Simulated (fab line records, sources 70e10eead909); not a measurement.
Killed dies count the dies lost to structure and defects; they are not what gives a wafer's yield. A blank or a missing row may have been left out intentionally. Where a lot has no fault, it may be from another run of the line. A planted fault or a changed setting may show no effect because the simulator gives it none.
fab line records ; flow nand-harc
record lots=13; wafers=39; last-day=33
route steps=1302 shown P_STI@98 A_BONDPAD@1223 THIN_TSV@1268 END@1302
lots that met no fault: taken from a fault-free run of the same line
start-h: hours from the record's first day to the start of the lot's first wafer shown ; wait-h: hours since the lot's step before ; " repeats the value in the row above ; L1.1+2: a single row standing in for several wafers ; - no value present, or no start provided ; * or withheld: withheld ; < > ~ a bound
route shown NAME@n: NAME is a module with steps in the file, n the number in the route of the first one ; usual: mean/standard deviation taken from wafers without a fault ; same: alike in all rows ; chamber/n: place in a boat ; sites: the reading at each site ; _std_site: standard deviation of those values ; _edge_site: the outer-site mean with the inner-site mean subtracted ; radius-mm: how far each site lies from the wafer's centre ; mask NAME#n: copy n ; behind: tool/chamber where the wafer was last shaped ; hold: why the lot was held/for how many hours/how that ended ; device: names the non-switching transistor (n, p or np) ; end of line: the same wafers' tests at the end of the route ; a step given without rows: its recipe and nothing more ; killed: the dies lost at the first sort to structure and to defects; this is not the yield of the wafer ; map: a wafer's dies, x killed, . not, _ none there
set.NAME: the setting as run; set.NAME@STEP: as run at that earlier step ; model.NAME: the simulator's own value behind a step, which no gauge read
route steps across a sampled set of lots; one table per step, one row per wafer
services: when a tool's chamber went out of use (start-h, in hours from the record's first day, below 0 if earlier), for how many hours, and the reason
## steps
# step NHARC_P_STI_HDPCVD_20
# recipe target-thk-a=withheld; sigma-open-frac=withheld; material=SiO2
lot.wafer;tool;chamber;start-h;wait-h
L650.3+4+5;hdpcvd-01;1,0,1;51.94;0.5
L651.2+1+5;hdpcvd-01;1,0,1;65.42;0.4
L654.3+6+5;hdpcvd-01;1,0,1;93.12;0.6
L655.4+5+6;hdpcvd-01;1,0,1;104.57;0.6
L656.3+4+6;hdpcvd-01;1,0,0;113.01;0.5
L657.1+4+5;hdpcvd-01;1,0,0;124.55;0.4
L658.2+1+3;hdpcvd-01;1,0,0;135.02;0.4
L659.1+3+6;hdpcvd-01;0,0,1;145.97;0.5
L661.2+3+6;hdpcvd-01;0,1,0;165.16;0.4
L663.3+4+6;hdpcvd-01;0,1,0;184.82;0.5
L664.4+6+5;hdpcvd-01;0,0,1;198.67;7.1
L672.2+1+5;hdpcvd-01;1,0,1;275.35;0.4
L673.2+1+6;hdpcvd-01;0,1,0;284.14;0.4
# step NHARC_A_BONDPAD_ETCH_24
# recipe target-depth-a=300; over-etch-frac=0.3; time-s=72.99; ion-energy-ev=150; cf4-flow-sccm=50; n2-flow-sccm=100; ar-flow-sccm=150; rf-w=300; bias-w=100; chemistry=CF4/N2
# usual drypump-motor-current-A=5.6/0.51; mfc-ar-sccm=150.0/0.41; oes-product-au=0.999/0.0092; rf-vpp-V=313.8/1.8; showerhead-plenum-p-Torr=2.61/0.085; throttle-valve-pct=19.794/0.009
# same time-s=72.99
lot.wafer;tool;chamber;start-h;wait-h;drypump-motor-current-A;mfc-ar-sccm;oes-product-au;rf-hours-counter-h;rf-vpp-V;showerhead-plenum-p-Torr;throttle-valve-pct
L650.4;rie-diel-07;3;-;-;5.4;150.0;0.987;11;317.3;2.78;19.781
L650.3;rie-diel-07;0;-;-;5.2;149.6;1.008;11;315.2;2.69;19.799
L650.5;rie-diel-07;0;-;-;5.2;150.0;1.000;-;315.2;2.69;19.789
L651.1;rie-diel-06;3;-;-;5.1;150.7;1.016;1;312.0;2.57;19.789
L651.2;rie-diel-06;0;-;-;6.0;149.8;0.995;2;315.2;2.65;19.802
L651.5;rie-diel-06;2;-;-;5.8;149.8;0.995;-;312.0;2.54;19.795
L654.3;rie-diel-08;0;-;-;6.8;150.4;1.004;3;316.1;2.69;19.805
L654.5;rie-diel-08;2;-;-;5.4;150.5;1.011;-;311.7;2.53;19.795
L654.6;rie-diel-08;3;-;-;5.3;148.6;1.002;-;310.1;2.50;19.778
L655.4;rie-diel-06;1;-;-;5.2;149.2;1.002;4;313.6;2.59;19.793
L655.6;rie-diel-06;2;-;-;5.8;149.5;1.009;-;312.3;2.53;19.796
L655.5;rie-diel-06;3;-;-;5.1;149.7;1.023;-;313.8;2.57;19.804
L656.4;rie-diel-07;0;-;-;5.2;149.7;1.000;37;314.7;2.68;19.802
L656.3;rie-diel-07;1;-;-;5.9;150.2;1.009;37;316.9;2.78;19.793
L656.6;rie-diel-07;3;-;-;5.4;150.0;0.992;-;317.2;2.77;19.799
L657.4;rie-diel-08;1;-;-;5.8;149.5;0.989;13;315.1;2.66;19.783
L657.1;rie-diel-08;3;-;-;5.4;150.4;1.013;12;310.4;2.49;19.787
L657.5;rie-diel-08;1;-;-;5.8;149.9;0.990;-;314.7;2.66;19.807
L658.1;rie-diel-08;0;-;-;6.8;149.9;0.999;13;315.8;2.69;19.804
L658.2;rie-diel-08;2;-;-;5.4;149.5;0.999;12;311.3;2.53;19.789
L658.3;rie-diel-08;3;-;-;5.4;150.5;1.011;12;313.1;2.49;19.783
L659.1;rie-diel-06;3;-;-;5.1;151.1;1.018;5;313.6;2.57;19.788
L659.3;rie-diel-06;0;-;-;6.0;150.4;0.997;5;314.8;2.65;19.808
L659.6;rie-diel-06;2;-;-;5.8;149.9;1.009;-;313.3;2.53;19.786
L661.2;rie-diel-08;1;641.60;0.2;5.8;149.8;0.992;17;314.8;2.65;19.791
L661.3;rie-diel-08;2;641.60;0.2;5.3;149.6;0.996;17;310.6;2.53;19.791
L661.6;rie-diel-08;2;641.60;0.2;5.4;149.9;0.996;-;312.1;2.53;19.791
L663.3;rie-diel-08;1;-;-;5.7;150.5;0.985;23;314.8;2.65;19.795
L663.4;rie-diel-08;2;-;-;5.4;150.0;0.999;22;312.2;2.52;19.787
L663.6;rie-diel-08;1;-;-;5.8;150.9;0.978;-;313.4;2.65;19.789
L664.6;rie-diel-08;2;674.17;0.1;5.4;150.0;0.997;-;314.7;2.52;19.805
L664.4;rie-diel-08;0;674.17;0.1;6.8;150.2;1.001;-;314.9;2.69;19.795
L664.5;rie-diel-08;1;674.17;0.1;5.7;150.2;0.994;-;316.3;2.65;19.783
L673.1;rie-diel-08;3;762.22;0.1;5.4;149.7;1.004;6;311.9;2.48;19.788
L673.2;rie-diel-08;0;762.22;0.1;6.8;150.0;0.996;6;313.8;2.68;19.793
L673.6;rie-diel-08;3;762.22;0.1;5.4;149.5;0.996;-;312.6;2.48;19.783
L672.1;rie-diel-06;1;-;-;5.2;149.4;0.975;3;313.4;2.59;19.790
L672.2;rie-diel-06;2;-;-;5.8;149.5;0.989;3;311.9;2.53;19.808
L672.5;rie-diel-06;2;-;-;5.8;149.7;0.987;-;313.6;2.53;19.796
# step NHARC_A_BONDPAD_DEGAS_25
# recipe temp-c=300; time-s=60
# usual heater-power-w=467/49
# same time-s=60
lot.wafer;tool;chamber;start-h;wait-h;heater-power-w
L650.4;pvd-sputter-02;-;524.44;-;388
L650.3;pvd-sputter-02;-;524.44;-;470
L650.5;pvd-sputter-02;-;524.44;-;490
L651.1;pvd-sputter-02;-;546.20;-;474
L651.2;pvd-sputter-02;-;546.20;-;458
L651.5;pvd-sputter-02;-;546.20;-;478
L654.3;pvd-sputter-01;-;571.57;-;402
L654.5;pvd-sputter-01;-;571.57;-;418
L654.6;pvd-sputter-01;-;571.57;-;499
L655.4;pvd-sputter-01;-;596.51;-;398
L655.5;pvd-sputter-01;-;596.51;-;477
L655.6;pvd-sputter-01;-;596.51;-;465
L656.4;pvd-sputter-03;-;604.92;-;430
L656.3;pvd-sputter-03;-;604.92;-;458
L656.6;pvd-sputter-03;-;604.92;-;538
L657.4;pvd-sputter-02;-;612.77;-;399
L657.1;pvd-sputter-02;-;612.77;-;481
L657.5;pvd-sputter-02;-;612.77;-;392
L658.3;pvd-sputter-01;-;613.30;-;400
L658.2;pvd-sputter-01;-;613.30;-;527
L658.1;pvd-sputter-01;-;613.30;-;470
L659.1;pvd-sputter-02;-;633.12;-;402
L659.3;pvd-sputter-02;-;633.12;-;476
L659.6;pvd-sputter-02;-;633.12;-;467
L661.2;pvd-sputter-03;-;642.01;-;461
L661.3;pvd-sputter-03;-;642.01;-;535
L661.6;pvd-sputter-03;-;642.01;-;448
L663.3;pvd-sputter-02;-;663.49;-;476
L663.4;pvd-sputter-02;-;663.49;-;456
L663.6;pvd-sputter-02;-;663.49;-;456
L664.4;pvd-sputter-02;-;674.56;-;401
L664.6;pvd-sputter-02;-;674.56;-;395
L664.5;pvd-sputter-02;-;674.56;-;452
L673.1;pvd-sputter-02;-;762.65;-;454
L673.2;pvd-sputter-02;-;762.65;-;474
L673.6;pvd-sputter-02;-;762.65;-;385
L672.2;pvd-sputter-02;-;764.44;-;459
L672.1;pvd-sputter-02;-;764.44;-;412
L672.5;pvd-sputter-02;-;764.44;-;452
# step NHARC_THIN_TSV_ETCHBACK_48
# recipe target-depth-a=10285; over-etch-frac=0.3; time-s=405.17; ion-energy-ev=250; c4f8-flow-sccm=withheld; ar-flow-sccm=withheld; rf-w=600; bias-w=300; chemistry=C4F8/Ar
# usual oes-product-au=0.94/0.03; rf-vpp-V=546.5/3
lot.wafer;tool;chamber;start-h;wait-h;oes-product-au;rf-hours-counter-h;rf-vpp-V
L650.3;rie-diel-11;0;548.08;-;0.93;4.9;546.0
L650.4;rie-diel-11;1;548.08;-;0.94;4.5;550.7
L650.5;rie-diel-11;2;548.08;-;0.93;-;545.3
L651.2;rie-diel-09;2;562.51;0.4;0.95;4.1;546.8
L651.1;rie-diel-09;3;562.51;0.4;0.96;4.1;550.1
L651.5;rie-diel-09;2;562.51;0.4;0.95;-;547.3
L654.3;rie-diel-03;2;592.31;-;0.93;6.0;548.6
L654.5;rie-diel-03;2;592.31;-;0.93;-;547.3
L654.6;rie-diel-03;3;592.31;-;0.93;-;548.2
L655.4;rie-diel-03;0;612.49;-;0.98;7.3;550.8
L655.6;rie-diel-03;3;612.49;-;1.01;-;547.9
L655.5;rie-diel-03;0;612.49;-;0.98;-;550.9
L656.4;rie-diel-11;3;624.79;0.3;0.97;0.3;542.8
L656.3;rie-diel-11;0;624.79;0.3;0.98;0.3;544.7
L656.6;rie-diel-11;0;624.79;0.3;0.99;-;545.7
L658.1;rie-diel-09;3;629.46;0.5;0.93;8.0;547.8
L658.3;rie-diel-09;0;629.46;0.5;0.93;7.3;549.7
L658.2;rie-diel-09;1;629.46;0.5;0.93;7.8;540.7
L657.1;rie-diel-03;1;630.43;-;0.92;8.8;544.1
L657.4;rie-diel-03;3;630.43;-;0.92;8.2;546.7
L657.5;rie-diel-03;0;630.43;-;0.92;-;550.0
L659.1;rie-diel-11;1;649.74;-;0.95;2.3;549.8
L659.3;rie-diel-11;3;649.74;-;0.92;2.4;543.0
L659.6;rie-diel-11;2;649.74;-;0.93;-;543.7
L661.2;rie-diel-09;3;662.37;-;0.92;9.9;548.7
L661.3;rie-diel-09;0;662.37;-;0.93;9.3;548.6
L661.6;rie-diel-09;3;662.37;-;0.93;-;550.4
L663.3;rie-diel-03;0;679.71;-;1.00;1.3;551.4
L663.4;rie-diel-03;1;679.71;-;0.98;1.7;543.8
L663.6;rie-diel-03;1;679.71;-;1.00;-;542.5
L664.4;rie-diel-09;2;691.07;-;1.01;0.1;547.8
L664.5;rie-diel-09;3;691.07;-;1.00;-;549.2
L664.6;rie-diel-09;0;691.07;-;1.00;-;548.0
L673.2;rie-diel-09;2;778.72;-;0.96;6.0;547.9
L673.1;rie-diel-09;3;778.72;-;0.96;5.9;548.6
L673.6;rie-diel-09;3;778.72;-;0.94;-;547.5
L672.2;rie-diel-11;2;779.80;-;0.92;8.1;544.7
L672.1;rie-diel-11;0;779.80;-;0.93;10.2;545.2
L672.5;rie-diel-11;2;779.80;-;0.92;-;545.0
# step NHARC_END_SORT_01
# recipe temp-c=25
# usual killed-at-array=57/20; killed-at-other=1.0/1.5; killed-at-periphery=3.5/2.5; killed-dies=62/21; killed-open=3.5/1.9; killed-short=2.4/1.6
# same gross-dies=677
lot.wafer;tool;chamber;start-h;wait-h;killed-at-array;killed-at-other;killed-at-periphery;killed-dies;killed-open;killed-short
L663.3;prober-01;0;694.13;3.1;70;8;38;116;4;2
L663.4;prober-01;0;694.93;3.4;62;1;97;160;0;0
L663.6;prober-01;0;696.55;4.0;48;3;29;80;3;1
L664.4;prober-02;0;706.22;3.4;59;1;34;94;3;1
L664.5;prober-02;0;707.03;3.7;65;1;98;164;4;3
L664.6;prober-02;0;707.83;4.0;74;0;30;104;8;0
# killed by level:class
L663.3 A_SLIT:chamber-film-flake=31 P_STI:unspecified=29 A_CHANNEL_HOLE_D2:chamber-film-flake=23 A_CONTACT:chamber-film-flake=7 THIN_TSV:chamber-film-flake=7 P_GATE:chamber-film-flake=4 A_CHANNEL_HOLE_D1:chamber-film-flake=4 P_M1:chamber-film-flake=3
L663.4 P_STI:unspecified=95 A_SLIT:chamber-film-flake=26 A_CHANNEL_HOLE_D2:chamber-film-flake=20 A_CHANNEL_HOLE_D1:chamber-film-flake=11 A_STAIRCASE:chamber-film-flake=2 A_CONTACT:chamber-film-flake=2 P_GATE:chamber-film-flake=1 P_M1:chamber-film-flake=1
L663.6 P_STI:unspecified=28 A_SLIT:chamber-film-flake=28 A_CHANNEL_HOLE_D2:chamber-film-flake=8 A_CHANNEL_HOLE_D1:chamber-film-flake=4 A_CONTACT:chamber-film-flake=2 THIN_TSV:chamber-film-flake=2 A_DECK1_JOINT:geometric-particle:short=1 A_CHANNEL_FILL_D2:geometric-particle:open=1
L664.4 P_STI:unspecified=31 A_SLIT:chamber-film-flake=25 A_CHANNEL_HOLE_D2:chamber-film-flake=12 A_CHANNEL_HOLE_D1:chamber-film-flake=9 A_CONTACT:chamber-film-flake=6 A_STAIRCASE:chamber-film-flake=3 P_M0:geometric-particle:open=1 A_SGD_CUT:geometric-particle:open=1
L664.5 P_STI:unspecified=95 A_SLIT:chamber-film-flake=22 A_CHANNEL_HOLE_D2:chamber-film-flake=13 A_CHANNEL_HOLE_D1:chamber-film-flake=11 A_CONTACT:chamber-film-flake=6 A_STAIRCASE:chamber-film-flake=3 A_BONDPAD:chamber-film-flake=3 P_STI:geometric-particle:open=1
L664.6 P_STI:unspecified=29 A_SLIT:chamber-film-flake=28 A_CHANNEL_HOLE_D2:chamber-film-flake=15 A_CONTACT:chamber-film-flake=8 A_CHANNEL_HOLE_D1:chamber-film-flake=7 A_STAIRCASE:chamber-film-flake=3 A_CONTACT:geometric-particle:open=2 A_DECK1_JOINT:chamber-film-flake=2
## services
tool;chamber;start-h;hours;kind
rie-diel-08;2;34.34;5.6;repair
rie-diel-08;0;78.19;7.8;repair
pvd-sputter-02;-;104.14;10.0;pm
hdpcvd-01;-;185.50;13.0;pm
rie-diel-08;-;190.80;9.0;pm
rie-diel-08;3;229.06;4.1;repair
pvd-sputter-02;-;282.14;10.0;pm
rie-diel-08;1;320.05;12.0;repair
rie-diel-08;0;323.71;1.2;repair
pvd-sputter-02;-;329.71;5.2;repair
rie-diel-08;-;359.58;1.2;repair
hdpcvd-01;-;366.85;13.0;pm
rie-diel-08;-;367.80;9.0;pm
pvd-sputter-02;-;392.63;2.9;repair
pvd-sputter-02;-;460.14;10.0;pm
pvd-sputter-02;-;501.58;3.7;repair
rie-diel-08;-;536.17;0.4;repair
rie-diel-08;-;544.87;9.0;pm
hdpcvd-01;-;547.85;13.0;pm
hdpcvd-01;-;563.29;2.3;repair
rie-diel-08;0;632.02;11.3;repair
pvd-sputter-02;-;638.14;10.0;pm
pvd-sputter-02;-;692.86;8.6;repair
hdpcvd-01;-;728.85;13.0;pm
## key
first-sign step=NHARC_END_SORT_01; reading=killed-at-periphery; direction=up; sigmas=21; usual=3.5; struck=54.3
effect step=NHARC_END_SORT_01; reading=killed-dies; direction=up; sigmas=2.7; usual=62; struck=120; wafers-moved=3
more-kills-born-at NHARC_P_STI_HDPCVD_20@hdpcvd-01=307
met-at NHARC_P_STI_HDPCVD_20
struck-lots L663,L664
tester-left-out L663,L664
not-acting-at NHARC_A_BONDPAD_ETCH_24,NHARC_A_BONDPAD_DEGAS_25,NHARC_THIN_TSV_ETCHBACK_48
onset-between 165.16 184.82
fault kind=chamber-particle-source; tool=hdpcvd-01; chamber=-; onset-h=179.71; steps=NHARC_P_STI_HDPCVD_20; rate-per-visit-cm2=1.379; end-h=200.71
# tester-left-out: of these lots the tester's yield and bins aren't shown, on N5 and GAA mostly nor the transistor test; their killed dies are dies lost to structure and defects alone, not to doping, threshold or leakage, so they don't give the yield
